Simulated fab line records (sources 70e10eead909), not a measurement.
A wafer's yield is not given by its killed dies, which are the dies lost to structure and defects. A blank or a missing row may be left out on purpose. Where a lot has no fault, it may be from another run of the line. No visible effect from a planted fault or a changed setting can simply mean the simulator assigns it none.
fab line records	flow nandHarc	part 1 of 2: steps 1 to 17 of 27
record: lots: 5	wafers: 15	lastDay: 21
route steps=1159 shown A_CONTACT@938 A_BLC@964
lots that met no fault: from a run of the same line without faults
startH: start of the lot's first displayed wafer, in hours after the record's first day	waitH: hours since the lot's step before	" repeats the value in the row above	L1.1+2: several wafers, shown together as one row	- value missing, or start not given	* or withheld: withheld	< > ~ a bound
route shown NAME@n: names a module that has steps shown in the file, with the first one's number in the route	usual: the fault-free wafers' mean and standard deviation	same: alike in all rows	chamber/n: place in a boat	sites: each site's reading	_std_site: the standard deviation of these	_edge_site: the outer-site mean with the inner-site mean subtracted	radiusMm: how far each site lies from the wafer's centre	mask NAME#n: copy n	behind: the tool/chamber that last shaped the wafer	hold: why the lot was held/for how many hours/how that ended	device: the n, p or np transistor that did not switch	end of line: at the end of the route, the tests of the same wafers	a step with no rows: only its recipe	killed: the dies lost at the first sort to structure and to defects; this is not the yield of the wafer	map: shows each die of a wafer: x if killed, . if not, _ if none is there
set.NAME: setting as actually run; set.NAME@STEP: the setting as run at that earlier step	model.NAME: the simulator's own value behind a step, which no gauge read
lots at some steps of the route; a table a step, a row a wafer
services: when a tool's chamber went out of use (startH, in hours from the record's first day, below 0 if earlier), for how many hours, and the reason
== steps ==
step: NHARC_A_CONTACT_DESCUM_13
recipe: timeS: 3	o2FlowSccm: 200	arFlowSccm: 0	biasPowerW: 0	chemistry: O2
usual: drypumpMotorCurrentA: 5.7/0.35	oesProductAu: 0.998/0.014	rfVppV: 57.8/0.92	showerheadPlenumPTorr: 1.91/0.085	throttleValvePct: 11.312/0.0089
lot.wafer	tool	chamber	startH	waitH	drypumpMotorCurrentA	oesProductAu	rfHoursCounterH	rfVppV	showerheadPlenumPTorr	throttleValvePct
L075.3	rieDiel-13	1	379.98	0.4	5.5	0.987	38	56.8	1.85	11.315
L075.1	"	2	"	"	5.4	0.997	37	57.4	1.99	11.308
L075.6	"	0	"	"	5.2	1.008	-	58.5	2.06	11.313
L074.3	rieDiel-10	3	385.61	0.1	6.0	1.007	5	57.0	1.95	11.320
L074.1	"	0	"	"	6.2	0.996	10	58.7	2.02	11.319
L074.6	"	2	"	"	5.6	0.995	-	56.3	1.84	11.302
L078.2	rieDiel-13	3	405.70	0.1	4.9	1.012	45	56.8	1.79	11.307
L078.4	"	3	"	"	4.9	1.012	-	58.3	1.79	11.304
L078.6	"	2	"	"	5.4	0.997	-	58.6	1.99	11.311
L085.4	rieDiel-12	1	439.23	0.1	5.5	0.986	9	56.1	1.81	11.318
L085.3	"	2	"	"	5.7	1.014	9	57.3	1.86	11.316
L085.5	"	1	"	"	5.5	0.986	-	58.6	1.81	11.305
L087.2	rieDiel-12	1	455.87	0.1	5.5	0.982	11	57.6	1.81	11.303
L087.1	"	3	"	"	6.0	0.979	12	56.0	1.95	11.322
L087.6	"	1	"	"	5.5	0.984	-	55.9	1.81	11.307
step: NHARC_A_CONTACT_ETCH_88
recipe: targetDepthA: 390	overEtchFrac: 0.3	timeS: 65	ionEnergyEv: 80	cf4FlowSccm: 150	arFlowSccm: 0	rfW: 300	biasW: 100	chemistry: CF4
usual: drypumpMotorCurrentA: 5.7/0.36	oesProductAu: 0.997/0.015	rfFwdPowerW: 297.0/1.3	rfVppV: 151.3/1.1	showerheadPlenumPTorr: 1.77/0.075	throttleValvePct: 13.284/0.0084
lot.wafer	tool	chamber	startH	waitH	drypumpMotorCurrentA	oesProductAu	rfFwdPowerW	rfHoursCounterH	rfVppV	showerheadPlenumPTorr	throttleValvePct
L075.3	rieDiel-13	1	380.21	0.2	5.6	1.000	297.9	38	150.9	1.71	13.282
L075.1	"	2	"	"	5.5	0.984	298.0	37	152.0	1.84	13.283
L075.6	"	3	"	"	4.9	1.020	297.6	-	150.1	1.66	13.280
L074.1	rieDiel-10	3	385.69	0.1	6.0	1.016	294.9	5	152.5	1.80	13.281
L074.3	"	0	"	"	6.3	1.008	297.3	10	152.0	1.86	13.278
L074.6	"	2	"	"	5.6	1.014	297.9	-	151.6	1.71	13.277
L078.2	rieDiel-13	3	405.89	0.2	5.0	1.006	297.3	45	149.8	1.66	13.303
L078.6	"	2	"	"	5.4	0.995	297.9	-	152.3	1.83	13.291
L078.4	"	1	"	"	5.6	0.992	298.0	-	149.1	1.71	13.286
L085.4	rieDiel-12	0	439.32	0.1	5.3	0.991	297.4	10	151.6	1.82	13.291
L085.3	"	1	"	"	5.5	0.984	297.0	9	149.0	1.68	13.291
L085.5	"	3	"	"	6.0	0.985	296.0	-	152.0	1.80	13.286
L087.1	rieDiel-12	2	456.02	0.1	5.7	1.005	295.8	11	150.6	1.72	13.296
L087.2	"	0	"	"	5.3	0.989	296.9	12	152.9	1.82	13.295
L087.6	"	3	"	"	5.9	0.965	296.3	-	151.7	1.80	13.283
step: NHARC_A_CONTACT_ETCH_89
recipe: targetDepthA: 2600	overEtchFrac: 0.3	timeS: 475.3	ionEnergyEv: 200	n2FlowSccm: 150	h2FlowSccm: 150	arFlowSccm: 0	rfW: 400	biasW: 150	chemistry: N2/H2
usual: drypumpMotorCurrentA: 5.7/0.35	n2FlowSccm: 149.9/0.43	oesProductAu: 0.998/0.016	rfFwdPowerW: 399.3/1.3	rfVppV: 430.5/2.6	showerheadPlenumPTorr: 2.04/0.093	throttleValvePct: 14.171/0.0085
lot.wafer	tool	chamber	startH	waitH	drypumpMotorCurrentA	n2FlowSccm	oesProductAu	rfFwdPowerW	rfHoursCounterH	rfVppV	showerheadPlenumPTorr	throttleValvePct
L075.1	rieDiel-13	2	-	-	5.4	150.0	0.982	397.2	38	431.7	2.13	14.168
L075.3	"	1	"	"	5.6	150.0	1.002	398.8	39	427.7	1.97	14.175
L075.6	"	2	"	"	5.4	150.4	0.990	398.9	-	433.7	2.13	14.176
L074.3	rieDiel-10	3	-	-	6.0	149.3	1.013	396.8	5	431.1	2.08	14.172
L074.1	"	0	"	"	6.2	151.0	1.007	399.1	10	433.7	2.15	14.161
L074.6	"	1	"	"	6.3	149.4	0.993	398.4	-	435.1	2.21	14.166
L078.2	rieDiel-13	1	-	-	5.6	150.2	0.993	399.8	49	428.0	1.97	14.177
L078.4	"	2	"	"	5.4	149.1	0.976	399.7	-	431.4	2.12	14.185
L078.6	"	3	"	"	4.9	149.5	1.010	398.7	-	427.5	1.90	14.162
L085.3	rieDiel-12	1	-	-	5.5	150.5	0.986	399.5	9	427.2	1.93	14.175
L085.4	"	0	"	"	5.3	149.8	1.007	399.1	10	432.8	2.10	14.170
L085.5	"	1	"	"	5.5	150.5	0.996	398.3	-	428.6	1.93	14.171
L087.1	rieDiel-12	0	-	-	5.3	150.4	1.001	399.9	12	431.8	2.10	14.184
L087.2	"	1	"	"	5.5	149.5	0.982	399.1	11	427.0	1.93	14.183
L087.6	"	0	"	"	5.3	150.0	0.988	398.7	-	432.2	2.10	14.168
step: NHARC_A_CONTACT_ETCH_30
recipe: targetDepthA: 605	timeS: 30.2	cf4FlowSccm: 100	chf3FlowSccm: 30	arFlowSccm: 0	rfW: 500	biasW: 200	chemistry: CF4/CHF3
usual: drypumpMotorCurrentA: 5.7/0.34	oesProductAu: 0.933/0.022	rfFwdPowerW: 491.4/2.8	rfVppV: 370.6/2.2	showerheadPlenumPTorr: 1.57/0.065	throttleValvePct: 16.804/0.0086
lot.wafer	tool	chamber	startH	waitH	drypumpMotorCurrentA	oesProductAu	rfFwdPowerW	rfHoursCounterH	rfVppV	showerheadPlenumPTorr	throttleValvePct
L075.3	rieDiel-13	2	-	-	5.4	0.927	493.8	38	373.2	1.63	16.811
L075.1	"	3	"	"	4.9	0.965	492.9	35	369.1	1.48	16.811
L075.6	"	1	"	"	5.6	0.929	493.4	-	368.6	1.52	16.808
L074.1	rieDiel-10	1	-	-	6.3	0.929	495.7	9	374.0	1.70	16.804
L074.3	"	3	"	"	6.0	0.950	490.9	5	372.7	1.61	16.802
L074.6	"	1	"	"	6.3	0.915	495.5	-	374.5	1.70	16.793
L078.2	rieDiel-13	3	-	-	4.9	0.930	495.7	45	366.6	1.48	16.801
L078.6	"	1	"	"	5.6	0.921	494.2	-	369.9	1.52	16.807
L078.4	"	3	"	"	4.9	0.931	494.0	-	366.9	1.48	16.805
L085.4	rieDiel-12	0	-	-	5.3	0.922	493.5	10	371.1	1.62	16.799
L085.3	"	1	"	"	5.5	0.910	489.1	9	367.5	1.49	16.800
L085.5	"	1	"	"	5.5	0.909	491.3	-	367.2	1.49	16.816
L087.1	rieDiel-12	1	-	-	5.5	0.902	489.9	11	367.9	1.49	16.809
L087.2	"	2	"	"	5.7	0.934	486.8	11	369.5	1.53	16.800
L087.6	"	1	"	"	5.5	0.901	491.3	-	367.6	1.49	16.829
step: NHARC_A_CONTACT_ETCH_31
recipe: targetDepthA: 20000	overEtchFrac: 0.3	timeS: 520	ionEnergyEv: 150	o2FlowSccm: 400	cosFlowSccm: 20	arFlowSccm: 0	rfW: 500	biasW: 300	chemistry: O2/COS
usual: drypumpMotorCurrentA: 5.7/0.34	oesProductAu: 0.999/0.014	rfFwdPowerW: 499.2/1.6	rfVppV: 314.2/2	showerheadPlenumPTorr: 3.12/0.13	throttleValvePct: 28.328/0.0095
lot.wafer	tool	chamber	startH	waitH	drypumpMotorCurrentA	oesProductAu	rfFwdPowerW	rfHoursCounterH	rfVppV	showerheadPlenumPTorr	throttleValvePct
L075.1	rieDiel-13	3	-	-	5.0	1.025	500.9	35	312.0	2.93	28.324
L075.3	"	2	"	"	5.4	1.000	497.1	38	314.8	3.24	28.326
L075.6	"	0	"	"	5.2	1.024	500.8	-	317.0	3.35	28.334
L074.3	rieDiel-10	0	-	-	6.3	1.015	501.0	10	318.1	3.28	28.317
L074.1	"	1	"	"	6.3	1.000	499.2	9	317.9	3.37	28.344
L074.6	"	0	"	"	6.3	1.004	500.3	-	314.0	3.28	28.333
L078.2	rieDiel-13	3	-	-	4.9	1.024	502.8	45	310.7	2.93	28.341
L078.6	"	3	"	"	5.0	1.020	500.4	-	310.5	2.93	28.319
L078.4	"	1	"	"	5.6	1.004	499.9	-	313.4	3.02	28.326
L085.4	rieDiel-12	2	-	-	5.7	1.004	502.4	9	313.5	3.03	28.340
L085.3	"	0	"	"	5.3	0.998	499.6	10	315.1	3.21	28.348
L085.5	"	2	"	"	5.7	1.007	502.7	-	314.2	3.03	28.309
L087.1	rieDiel-12	1	-	-	5.5	0.978	498.6	11	312.9	2.96	28.322
L087.2	"	3	"	"	6.0	0.977	501.4	12	315.4	3.17	28.328
L087.6	"	1	"	"	5.5	0.974	501.2	-	313.5	2.96	28.331
step: NHARC_A_CONTACT_ETCH_134
recipe: sourceW: withheld	pressureMtorr: 20	biasV: withheld	timeS: 140	targetDepthA: 7000	arFlowSccm: withheld	c4f8FlowSccm: withheld	o2FlowSccm: withheld	chemistry: C4F8/O2/Ar
lot.wafer	tool	chamber	startH	waitH	rfHoursCounterH
L075.1	harCapEtch-03	1	381.20	-	82
L075.3	"	0	"	"	-
L075.6	"	0	"	"	-
L074.1	harCapEtch-02	1	386.74	-	14
L074.3	"	1	"	"	-
L074.6	"	1	"	"	-
L078.2	harCapEtch-02	0	406.96	-	19
L078.4	"	0	"	"	-
L078.6	"	0	"	"	-
L085.4	harCapEtch-02	1	440.29	-	-
L085.3	"	0	"	"	-
L085.5	"	0	"	"	-
L087.1	harCapEtch-03	0	456.92	-	98
L087.2	"	1	"	"	98
L087.6	"	0	"	"	-
step: NHARC_A_CONTACT_ETCH_135
recipe: sourceW: withheld	pressureMtorr: 20	biasV: 3000	timeS: 132	targetDepthA: 12870	arFlowSccm: withheld	c4f8FlowSccm: withheld	o2FlowSccm: withheld	chemistry: C4F8/O2/Ar
lot.wafer	tool	chamber	startH	waitH	rfHoursCounterH
L075.1	harCapEtch-03	1	381.39	0.2	82
L075.3	"	0	"	"	-
L075.6	"	0	"	"	-
L074.1	harCapEtch-02	1	386.94	0.2	15
L074.3	"	1	"	"	-
L074.6	"	1	"	"	-
L078.2	harCapEtch-02	0	407.16	0.2	19
L078.4	"	0	"	"	-
L078.6	"	0	"	"	-
L085.4	harCapEtch-02	1	440.46	0.1	-
L085.3	"	0	"	"	-
L085.5	"	0	"	"	-
L087.1	harCapEtch-03	0	457.12	0.2	98
L087.2	"	1	"	"	98
L087.6	"	0	"	"	-
step: NHARC_A_CONTACT_ETCH_136
recipe: sourceW: withheld	pressureMtorr: 20	biasV: 3000	timeS: 132	targetDepthA: 12870	arFlowSccm: withheld	c4f8FlowSccm: withheld	o2FlowSccm: withheld	chemistry: C4F8/O2/Ar
lot.wafer	tool	chamber	startH	waitH	rfHoursCounterH
L075.1	harCapEtch-03	1	381.51	0.1	82
L075.3	"	0	"	"	-
L075.6	"	0	"	"	-
L074.1	harCapEtch-02	1	387.06	0.1	15
L074.3	"	1	"	"	-
L074.6	"	1	"	"	-
L078.2	harCapEtch-02	0	407.28	0.1	19
L078.4	"	0	"	"	-
L078.6	"	0	"	"	-
L085.4	harCapEtch-02	1	440.59	0.1	-
L085.3	"	0	"	"	-
L085.5	"	0	"	"	-
L087.1	harCapEtch-03	0	457.24	0.1	98
L087.2	"	1	"	"	98
L087.6	"	0	"	"	-
step: NHARC_A_CONTACT_ETCH_137
recipe: sourceW: withheld	pressureMtorr: 20	biasV: 3000	timeS: 132	targetDepthA: 12870	arFlowSccm: withheld	c4f8FlowSccm: withheld	o2FlowSccm: withheld	chemistry: C4F8/O2/Ar
lot.wafer	tool	chamber	startH	waitH	rfHoursCounterH
L075.1	harCapEtch-03	1	381.63	0.1	82
L075.3	"	0	"	"	-
L075.6	"	0	"	"	-
L074.1	harCapEtch-02	1	387.18	0.1	15
L074.3	"	1	"	"	-
L074.6	"	1	"	"	-
L078.2	harCapEtch-02	0	407.41	0.1	19
L078.4	"	0	"	"	-
L078.6	"	0	"	"	-
L085.4	harCapEtch-02	1	440.71	0.1	-
L085.3	"	0	"	"	-
L085.5	"	0	"	"	-
L087.1	harCapEtch-03	0	457.37	0.1	98
L087.2	"	1	"	"	98
L087.6	"	0	"	"	-
step: NHARC_A_CONTACT_ETCH_138
recipe: sourceW: withheld	pressureMtorr: 20	biasV: 3000	timeS: 132	targetDepthA: 12890	arFlowSccm: withheld	c4f8FlowSccm: withheld	o2FlowSccm: withheld	chemistry: C4F8/O2/Ar
lot.wafer	tool	chamber	startH	waitH	rfHoursCounterH
L075.1	harCapEtch-03	1	381.76	0.1	83
L075.3	"	0	"	"	-
L075.6	"	0	"	"	-
L074.1	harCapEtch-02	1	387.30	0.1	15
L074.3	"	1	"	"	-
L074.6	"	1	"	"	-
L078.2	harCapEtch-02	0	407.53	0.1	20
L078.4	"	0	"	"	-
L078.6	"	0	"	"	-
L085.4	harCapEtch-02	1	440.83	0.1	-
L085.3	"	0	"	"	-
L085.5	"	0	"	"	-
L087.1	harCapEtch-03	0	457.49	0.1	98
L087.2	"	1	"	"	98
L087.6	"	0	"	"	-
step: NHARC_A_CONTACT_ETCH_139
recipe: sourceW: withheld	pressureMtorr: 20	biasV: 400	timeS: 137	targetDepthA: 5900	arFlowSccm: withheld	c4f8FlowSccm: 11.5	o2FlowSccm: 7.2	chemistry: C4F8/O2/Ar
lot.wafer	tool	chamber	startH	waitH	rfHoursCounterH
L075.1	harCapEtch-03	1	381.90	0.1	83
L075.3	"	0	"	"	-
L075.6	"	0	"	"	-
L074.1	harCapEtch-02	1	387.43	0.1	15
L074.3	"	1	"	"	-
L074.6	"	1	"	"	-
L078.2	harCapEtch-02	0	407.65	0.1	20
L078.4	"	0	"	"	-
L078.6	"	0	"	"	-
L085.4	harCapEtch-02	1	440.99	0.1	-
L085.3	"	0	"	"	-
L085.5	"	0	"	"	-
L087.1	harCapEtch-03	0	457.61	0.1	98
L087.2	"	1	"	"	98
L087.6	"	0	"	"	-
step: NHARC_A_CONTACT_ETCH_92
recipe: targetDepthA: 400	overEtchFrac: 0.5	timeS: 85.7	ionEnergyEv: 120	ch3fFlowSccm: 50	o2FlowSccm: 30	arFlowSccm: 200	rfW: 500	biasW: 100	chemistry: CH3F/O2
usual: drypumpMotorCurrentA: 5.7/0.36	oesProductAu: 0.931/0.026	rfFwdPowerW: 495.6/2	rfVppV: 244.4/1.6	showerheadPlenumPTorr: 2.46/0.1	throttleValvePct: 20.664/0.0083
lot.wafer	tool	chamber	startH	waitH	drypumpMotorCurrentA	oesProductAu	rfFwdPowerW	rfHoursCounterH	rfVppV	showerheadPlenumPTorr	throttleValvePct
L075.1	rieDiel-13	3	382.29	0.4	4.9	0.945	493.4	36	241.7	2.31	20.660
L075.3	"	1	"	"	5.6	0.931	496.2	40	243.6	2.38	20.646
L075.6	"	3	"	"	5.0	0.941	495.7	-	242.5	2.31	20.662
L074.3	rieDiel-13	0	387.86	0.3	5.2	1.015	495.8	39	246.5	2.64	20.663
L074.1	"	1	"	"	5.6	0.999	497.7	42	242.7	2.38	20.651
L074.6	"	2	"	"	5.4	0.991	497.1	-	246.3	2.55	20.671
L078.2	rieDiel-10	3	408.08	0.4	6.0	0.936	489.9	14	244.9	2.51	20.651
L078.4	"	1	"	"	6.3	0.914	495.8	19	247.1	2.65	20.673
L078.6	"	3	"	"	6.0	0.940	491.5	-	244.8	2.51	20.653
L085.4	rieDiel-12	3	441.33	0.3	6.0	0.909	495.9	10	244.9	2.50	20.670
L085.3	"	0	"	"	5.3	0.922	495.7	10	246.7	2.53	20.665
L085.5	"	2	"	"	5.7	0.939	495.0	-	242.8	2.39	20.657
L087.2	rieDiel-12	0	458.02	0.3	5.3	0.914	496.3	13	245.5	2.53	20.666
L087.1	"	3	"	"	6.0	0.897	494.6	13	243.0	2.50	20.661
L087.6	"	0	"	"	5.3	0.918	495.8	-	245.7	2.53	20.666
step: NHARC_A_CONTACT_ETCH_98
recipe: targetDepthA: 200	overEtchFrac: 0.5	timeS: 10	ionEnergyEv: 250	c4f6FlowSccm: 25	o2FlowSccm: 20	arFlowSccm: 500	rfW: 600	biasW: 500	chemistry: C4F6/O2
usual: drypumpMotorCurrentA: 5.7/0.35	oesProductAu: 0.960/0.024	rfFwdPowerW: 586.1/2.2	rfVppV: 547/3.5	showerheadPlenumPTorr: 3.92/0.16	throttleValvePct: 26.904/0.0094
lot.wafer	tool	chamber	startH	waitH	drypumpMotorCurrentA	oesProductAu	rfFwdPowerW	rfHoursCounterH	rfVppV	showerheadPlenumPTorr	throttleValvePct
L075.1	rieDiel-13	3	-	-	4.9	1.005	588.6	37	541	3.69	26.907
L075.3	"	2	"	"	5.4	0.970	583.3	39	550	4.07	26.902
L075.6	"	0	"	"	5.3	0.980	588.0	-	553	4.20	26.915
L074.1	rieDiel-13	0	-	-	5.3	1.033	583.9	39	553	4.20	26.894
L074.3	"	2	"	"	5.4	0.984	585.3	41	549	4.07	26.904
L074.6	"	3	"	"	5.0	1.016	588.0	-	542	3.69	26.897
L078.2	rieDiel-10	0	-	-	6.3	0.950	588.6	19	552	4.11	26.912
L078.4	"	1	"	"	6.3	0.957	589.0	19	553	4.21	26.908
L078.6	"	0	"	"	6.3	0.941	586.8	-	549	4.11	26.903
L085.4	rieDiel-12	0	-	-	5.3	0.942	584.0	10	549	4.03	26.902
L085.3	"	2	"	"	5.7	0.982	587.5	9	545	3.82	26.907
L085.5	"	3	"	"	6.0	0.940	586.3	-	545	3.99	26.897
L087.1	rieDiel-12	0	-	-	5.3	0.958	589.3	13	550	4.03	26.919
L087.2	"	3	"	"	6.0	0.923	584.3	13	546	3.98	26.905
L087.6	"	0	"	"	5.3	0.950	589.4	-	548	4.03	26.900
step: NHARC_A_CONTACT_CD_MEAS_15
usual: cdNm: 90.0/0.71
lot.wafer	tool	chamber	startH	waitH	cdNm
L075.1	cdSem-03	-	382.74	-	89.1
L075.3	"	-	"	"	89.0
L075.6	"	-	"	"	89.5
L074.1	cdSem-03	-	388.05	-	89.3
L074.3	"	-	"	"	90.4
L074.6	"	-	"	"	89.3
L078.2	cdSem-03	-	408.30	-	90.8
L078.4	"	-	"	"	89.8
L078.6	"	-	"	"	90.0
L085.3	cdSem-02	-	441.59	-	90.2
L085.4	"	-	"	"	90.2
L085.5	"	-	"	"	90.5
L087.1	cdSem-03	-	458.24	-	90.5
L087.2	"	-	"	"	90.9
L087.6	"	-	"	"	90.6
step: NHARC_A_CONTACT_STRIP_107
recipe: n2FlowSccm: 150	h2FlowSccm: 150	arFlowSccm: 0	biasW: 0	chemistry: N2/H2
lot.wafer	tool	chamber	startH	waitH
L075.1+3+6	rieDiel-13	3,0,3	382.86	0.1
L074.3+1+6	rieDiel-10	2,3,3	388.12	0.1
L078.2+4+6	rieDiel-13	1,0,2	408.37	0.1
L085.3+4+5	rieDiel-12	0,1,3	441.67	0.1
L087.2+1+6	rieDiel-12	3,0,2	458.51	0.3
step: NHARC_A_CONTACT_STRIP_108
recipe: cf4FlowSccm: 100	chf3FlowSccm: 30	arFlowSccm: 0	biasW: 0	chemistry: CF4/CHF3
lot.wafer	tool	chamber	startH	waitH
L075.3+1+6	rieDiel-13	3,0,2	383.67	0.8
L074.3+1+6	rieDiel-10	0,2,1	388.22	0.1
L078.4+2+6	rieDiel-13	3,0,0	408.46	0.1
L085.3+4+5	rieDiel-12	2,3,1	441.76	0.1
L087.1+2+6	rieDiel-12	3,2,3	458.62	0.1
step: NHARC_A_CONTACT_STRIP_109
recipe: o2FlowSccm: 400	cosFlowSccm: 20	arFlowSccm: 0	biasW: 0	chemistry: O2/COS
lot.wafer	tool	chamber	startH	waitH
L075.1+3+6	rieDiel-13	1,0,2	383.73	0.1
L074.1+3+6	rieDiel-10	1,2,0	388.32	0.1
L078.4+2+6	rieDiel-13	0,2,0	408.59	0.1
L085.4+3+5	rieDiel-12	0,1,2	441.83	0.1
L087.1+2+6	rieDiel-12	0,1,0	458.69	0.1
